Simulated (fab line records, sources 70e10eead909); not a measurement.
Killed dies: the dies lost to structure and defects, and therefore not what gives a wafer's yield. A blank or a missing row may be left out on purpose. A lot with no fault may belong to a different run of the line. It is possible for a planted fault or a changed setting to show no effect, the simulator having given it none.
fab line records    flow nandHarc
record lots=14  wafers=42  lastDay=33
route steps=1302 shown P_M0@261
lots untouched by any fault: they come from a run of this same line in which no faults occurred
startH: hours from the record's first day to the start of the lot's first wafer shown    waitH: how many hours have passed since the lot's step before this one    " as in the row above    L1.1+2: several wafers, shown together as one row    - either no value or no given start    * or withheld: withheld    < > ~ a bound
route shown NAME@n: NAME is a module with steps in the file, n the number in the route of the first one    usual: average and standard deviation across the fault-free wafers    same: alike in all rows    chamber/n: place in a boat    sites: readings site by site    _std_site: their standard deviation    _edge_site: mean of outer sites minus mean of inner sites    radiusMm: for every site, how far away it sits from the centre of the wafer    mask NAME#n: copy n    behind: the tool/chamber that last shaped the wafer    hold: cause of the lot's hold/its duration in hours/its outcome    device: the n, p or np transistor that did not switch    end of line: tests run on the same wafers once the route is complete    for a step that has no rows: nothing shown but its recipe    killed: dies that structure and defects cost at the first sort, which is not the same as the wafer's yield    map: per-die view of a wafer (x killed, . not killed, _ where there is no die)
set.NAME: the run value of the setting; set.NAME@STEP: its run value at that earlier step    model.NAME: the simulator's own value behind a step, which no gauge read
steps of the route over a sample of lots; a table a step, a row a wafer
services: when a tool's chamber went out of use (startH, in hours from the record's first day, below 0 if earlier), for how many hours, and the reason
## steps
# step NHARC_P_M0_PEB_07
# recipe pebTempC=100  pebTimeS=65
# usual chillPlateTempC=22.98/0.094  exhaustPa=44.8/0.97  plateTempC=100.03/0.13
lot.wafer  tool           chamber  startH  waitH  chillPlateTempC  exhaustPa  plateTempC
L758.2     lithoTrack-01  0        118.68  0.1    23.08            41.6       100.15
L758.3     "              0        "       "      23.07            42.6       100.00
L758.6     "              0        "       "      23.01            42.8       100.31
L761.1     lithoTrack-01  0        148.84  0.1    22.86            45.1       100.22
L761.4     "              0        "       "      23.00            43.2       100.24
L761.5     "              0        "       "      22.90            44.7       100.25
L763.1     lithoTrack-04  0        171.43  0.1    22.83            44.9       100.31
L763.4     "              0        "       "      23.07            45.7       100.01
L763.6     "              0        "       "      22.91            46.7       100.14
L765.1     lithoTrack-01  0        200.84  0.1    23.01            44.2       99.98
L765.4     "              0        "       "      23.08            43.7       100.07
L765.6     "              0        "       "      23.09            44.8       99.99
L766.1     lithoTrack-04  0        201.39  0.1    23.09            45.6       100.22
L766.3     "              0        "       "      23.02            46.6       99.94
L766.6     "              0        "       "      23.05            46.1       100.17
L767.2     lithoTrack-04  0        220.07  0.1    22.89            43.6       99.91
L767.3     "              0        "       "      22.77            44.5       100.04
L767.4     "              0        "       "      22.93            44.9       99.91
L768.1     lithoTrack-06  0        227.75  0.1    23.21            44.9       100.13
L768.2     "              0        "       "      22.97            45.2       100.05
L768.6     "              0        "       "      22.96            44.2       99.98
L769.3     lithoTrack-06  0        233.78  0.0    23.01            43.2       100.15
L769.4     "              0        "       "      22.90            45.3       100.23
L769.5     "              0        "       "      22.93            44.6       100.15
L770.4     lithoTrack-04  -        240.59  0.0    -                -          -
L770.5     "              -        "       "      -                -          -
L770.6     "              -        "       "      -                -          -
L771.1     lithoTrack-06  -        246.50  0.1    -                -          -
L771.5     "              -        "       "      -                -          -
L771.6     "              -        "       "      -                -          -
L778.1     lithoTrack-01  0        322.18  0.1    23.02            44.2       100.06
L778.4     "              0        "       "      23.13            44.1       100.02
L778.6     "              0        "       "      22.99            44.1       100.10
L779.2     lithoTrack-06  0        341.65  0.1    22.84            45.6       99.95
L779.5     "              0        "       "      22.94            44.0       99.99
L779.6     "              0        "       "      22.97            46.1       100.00
L780.1     lithoTrack-01  0        353.02  0.1    22.97            44.2       100.01
L780.3     "              0        "       "      22.99            45.9       99.94
L780.6     "              0        "       "      22.90            44.6       100.17
L781.1     lithoTrack-04  0        356.09  0.1    23.09            46.6       100.09
L781.2     "              0        "       "      22.82            45.6       100.01
L781.3     "              0        "       "      23.08            45.0       100.16
# step NHARC_P_M0_CD_MEAS_09
# recipe targetCdNm=90  landingEnergyEv=500
# usual cdNm=89.9/1.1
lot.wafer  tool      chamber  startH  waitH  cdNm
L758.2     cdSem-02  0        118.76  -      90.5
L758.3     "         0        "       "      91.2
L758.6     "         0        "       "      90.1
L761.1     cdSem-03  0        148.92  -      91.0
L761.4     "         0        "       "      90.7
L761.5     "         0        "       "      91.5
L763.1     cdSem-03  0        171.51  -      88.8
L763.4     "         0        "       "      88.0
L763.6     "         0        "       "      88.5
L765.1     cdSem-01  0        200.91  -      90.5
L765.4     "         0        "       "      91.0
L765.6     "         0        "       "      90.8
L766.1     cdSem-03  0        201.47  -      89.3
L766.3     "         0        "       "      89.0
L766.6     "         0        "       "      88.3
L767.2     cdSem-01  0        220.16  -      89.7
L767.3     "         0        "       "      87.9
L767.4     "         0        "       "      89.1
L768.1     cdSem-03  0        227.83  -      90.6
L768.2     "         0        "       "      90.2
L768.6     "         0        "       "      90.6
L769.3     cdSem-02  0        233.86  -      89.4
L769.4     "         0        "       "      88.8
L769.5     "         0        "       "      89.1
L770.4     cdSem-01  0        240.67  -      -
L770.5     "         0        "       "      -
L770.6     "         0        "       "      -
L771.1     cdSem-01  0        246.58  -      -
L771.5     "         0        "       "      -
L771.6     "         0        "       "      -
L778.1     cdSem-01  0        322.26  -      90.7
L778.4     "         0        "       "      91.7
L778.6     "         0        "       "      91.6
L779.2     cdSem-02  0        341.73  -      90.6
L779.5     "         0        "       "      88.6
L779.6     "         0        "       "      89.2
L780.1     cdSem-01  0        353.10  -      90.1
L780.3     "         0        "       "      90.5
L780.6     "         0        "       "      92.5
L781.1     cdSem-02  0        356.17  -      89.2
L781.2     "         0        "       "      88.6
L781.3     "         0        "       "      89.1
# step NHARC_P_M0_CD_MEAS_16
# usual cdNm=89.7/1.3
lot.wafer  tool      chamber  startH  waitH  cdNm
L758.2     cdSem-03  -        119.25  -      91.9
L758.3     "         -        "       "      90.2
L758.6     "         -        "       "      89.6
L761.1     cdSem-03  -        149.42  -      90.4
L761.4     "         -        "       "      91.8
L761.5     "         -        "       "      91.4
L763.1     cdSem-01  -        172.02  -      87.6
L763.4     "         -        "       "      87.5
L763.6     "         -        "       "      88.6
L765.1     cdSem-02  -        201.70  -      90.0
L765.4     "         -        "       "      91.1
L765.6     "         -        "       "      89.6
L766.1     cdSem-03  -        201.97  -      88.4
L766.3     "         -        "       "      87.8
L766.6     "         -        "       "      86.7
L767.2     cdSem-02  -        220.65  -      89.0
L767.3     "         -        "       "      89.5
L767.4     "         -        "       "      90.4
L768.1     cdSem-01  -        228.31  -      91.7
L768.2     "         -        "       "      90.4
L768.6     "         -        "       "      90.5
L769.3     cdSem-01  -        234.84  -      88.4
L769.4     "         -        "       "      88.5
L769.5     "         -        "       "      88.7
L770.4     cdSem-02  -        241.16  -      -
L770.5     "         -        "       "      -
L770.6     "         -        "       "      -
L771.1     cdSem-03  -        247.07  -      -
L771.5     "         -        "       "      -
L771.6     "         -        "       "      -
L778.1     cdSem-02  -        322.74  -      89.8
L778.4     "         -        "       "      92.8
L778.6     "         -        "       "      91.1
L779.2     cdSem-02  -        342.23  -      91.3
L779.5     "         -        "       "      88.8
L779.6     "         -        "       "      89.7
L780.1     cdSem-03  -        353.59  -      89.7
L780.3     "         -        "       "      90.3
L780.6     "         -        "       "      93.5
L781.1     cdSem-02  -        356.69  -      89.2
L781.2     "         -        "       "      86.9
L781.3     "         -        "       "      90.1
# step NHARC_P_M0_STRIP_18
# recipe powerW=1000  n2FlowSccm=150  h2FlowSccm=150  arFlowSccm=0  biasW=0  chemistry=N2/H2
# usual drypumpMotorCurrentA=5.7/0.36  oesProductAu=0.996/0.013  rfVppV=90.4/0.99  showerheadPlenumPTorr=1.99/0.099  throttleValvePct=14.171/0.0084
lot.wafer  tool        chamber  startH  waitH  drypumpMotorCurrentA  oesProductAu  rfHoursCounterH  rfVppV  showerheadPlenumPTorr  throttleValvePct
L758.2     rieDiel-02  0        119.33  0.1    6.5                   0.980         16               91.5    2.16                   14.169
L758.3     "           1        "       "      5.7                   0.995         21               89.9    1.90                   14.178
L758.6     "           0        "       "      6.4                   0.982         -                91.0    2.16                   14.162
L761.4     rieDiel-11  1        149.54  0.1    5.7                   0.970         13               90.8    1.89                   14.168
L761.1     "           2        "       "      5.7                   0.989         13               89.9    1.95                   14.174
L761.5     "           3        "       "      5.9                   0.983         -                90.1    2.06                   14.171
L763.1     rieDiel-11  0        172.18  0.2    6.0                   0.993         11               90.0    1.88                   14.172
L763.4     "           1        "       "      5.7                   0.989         16               89.7    1.89                   14.180
L763.6     "           0        "       "      6.0                   1.004         -                89.3    1.88                   14.155
L765.1     rieDiel-02  1        201.80  0.1    5.7                   1.002         54               89.8    1.89                   14.178
L765.4     "           2        "       "      5.3                   0.975         55               89.5    2.03                   14.162
L765.6     "           1        "       "      5.7                   1.001         -                90.2    1.89                   14.177
L766.3     rieDiel-11  1        202.05  0.1    5.7                   0.987         23               87.4    1.89                   14.175
L766.1     "           2        "       "      5.7                   0.979         23               90.3    1.95                   14.175
L766.6     "           2        "       "      5.7                   0.982         -                91.0    1.95                   14.173
L767.4     rieDiel-11  1        220.72  0.1    5.7                   1.000         27               89.6    1.89                   14.194
L767.3     "           2        "       "      5.7                   0.967         28               90.5    1.95                   14.165
L767.2     "           0        "       "      6.0                   1.002         22               91.0    1.88                   14.168
L768.1     rieDiel-02  2        228.41  0.1    5.3                   1.006         1                90.8    2.03                   14.184
L768.2     "           3        "       "      5.1                   0.994         1                91.2    2.05                   14.170
L768.6     "           1        "       "      5.7                   1.010         -                91.1    1.89                   14.158
L769.3     rieDiel-02  2        234.91  0.1    5.3                   1.005         5                91.7    2.02                   14.173
L769.4     "           0        "       "      6.4                   1.006         3                89.9    2.14                   14.162
L769.5     "           2        "       "      5.3                   1.009         -                91.3    2.02                   14.170
L770.4     rieDiel-11  3        241.30  0.1    5.9                   0.990         25               90.1    2.05                   14.173
L770.5     "           0        "       "      6.0                   1.012         -                90.3    1.88                   14.177
L770.6     "           1        "       "      5.7                   0.990         -                90.4    1.89                   14.167
L771.1     rieDiel-02  2        247.22  0.2    5.3                   0.999         11               90.6    2.02                   14.174
L771.6     "           3        "       "      5.1                   0.994         -                91.5    2.05                   14.170
L771.5     "           0        "       "      6.4                   1.006         -                92.2    2.14                   14.172
L778.1     rieDiel-02  2        322.88  0.1    5.3                   1.002         36               91.8    2.01                   14.164
L778.6     "           1        "       "      5.7                   1.004         -                90.0    1.88                   14.163
L778.4     "           2        "       "      5.3                   1.021         -                90.8    2.01                   14.178
L779.2     rieDiel-11  2        342.36  0.1    5.7                   0.976         12               90.6    1.94                   14.166
L779.5     "           2        "       "      5.7                   0.994         -                90.8    1.94                   14.177
L779.6     "           3        "       "      5.9                   0.993         -                90.9    2.05                   14.168
L780.3     rieDiel-11  2        353.71  0.1    5.7                   0.986         14               89.6    1.94                   14.168
L780.1     "           3        "       "      5.9                   0.993         11               90.5    2.05                   14.167
L780.6     "           1        "       "      5.7                   0.997         -                91.1    1.88                   14.164
L781.2     rieDiel-02  0        356.76  0.1    6.4                   1.017         41               92.3    2.13                   14.177
L781.3     "           1        "       "      5.7                   0.991         47               88.6    1.88                   14.183
L781.1     "           2        "       "      5.3                   1.004         48               89.8    2.01                   14.179
## services
tool           chamber  startH  hours  kind
rieDiel-02     0        98.62   -      clean
rieDiel-02     1        98.62   -      clean
rieDiel-02     2        98.62   -      clean
rieDiel-02     3        98.62   -      clean
rieDiel-11     0        101.69  3.3    repair
rieDiel-11     0        112.00  -      clean
rieDiel-11     1        112.00  -      clean
rieDiel-11     2        112.00  -      clean
rieDiel-11     3        112.00  -      clean
rieDiel-02     0        123.16  -      clean
rieDiel-11     0        130.24  16.0   repair
lithoTrack-01  -        155.00  7.0    pm
rieDiel-02     1        178.38  5.0    repair
lithoTrack-06  -        179.00  7.0    pm
lithoTrack-04  -        203.00  7.0    pm
rieDiel-02     -        217.62  9.0    pm
rieDiel-11     0        229.94  9.6    repair
rieDiel-02     -        254.62  0.6    repair
rieDiel-11     -        255.50  9.0    pm
rieDiel-11     1        266.49  2.9    repair
rieDiel-11     3        308.52  1.2    repair
rieDiel-02     0        319.48  10.2   repair
lithoTrack-01  -        330.00  7.0    pm
lithoTrack-06  -        354.00  7.0    pm
## key
firstSign step=NHARC_P_M0_PEB_07  reading=toolRecord  direction=missing
effect none on later readings
metAt NHARC_P_M0_PEB_07
struckLots L770,L771
laterRowsLeftOut L770.4,L770.5,L770.6,L771.1,L771.5,L771.6
sortLeftOut L770.4,L770.5,L770.6,L771.1,L771.5,L771.6
notActingAt NHARC_P_M0_CD_MEAS_09,NHARC_P_M0_CD_MEAS_16,NHARC_P_M0_STRIP_18
onsetBetween 233.78 240.59
fault kind=skippedStepWhole  tool=lithoTrack-04,lithoTrack-06  chamber=-  onsetH=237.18  steps=NHARC_P_M0_PEB_07  scope=struckLotsOnly
# sortLeftOut: the simulated sort isn't trusted on such a fault, so these wafers' sort isn't shown, and their yield isn't known
# laterRowsLeftOut: the simulator's readings of these wafers behind a module that went badly wrong aren't trusted and aren't shown, but for the sort
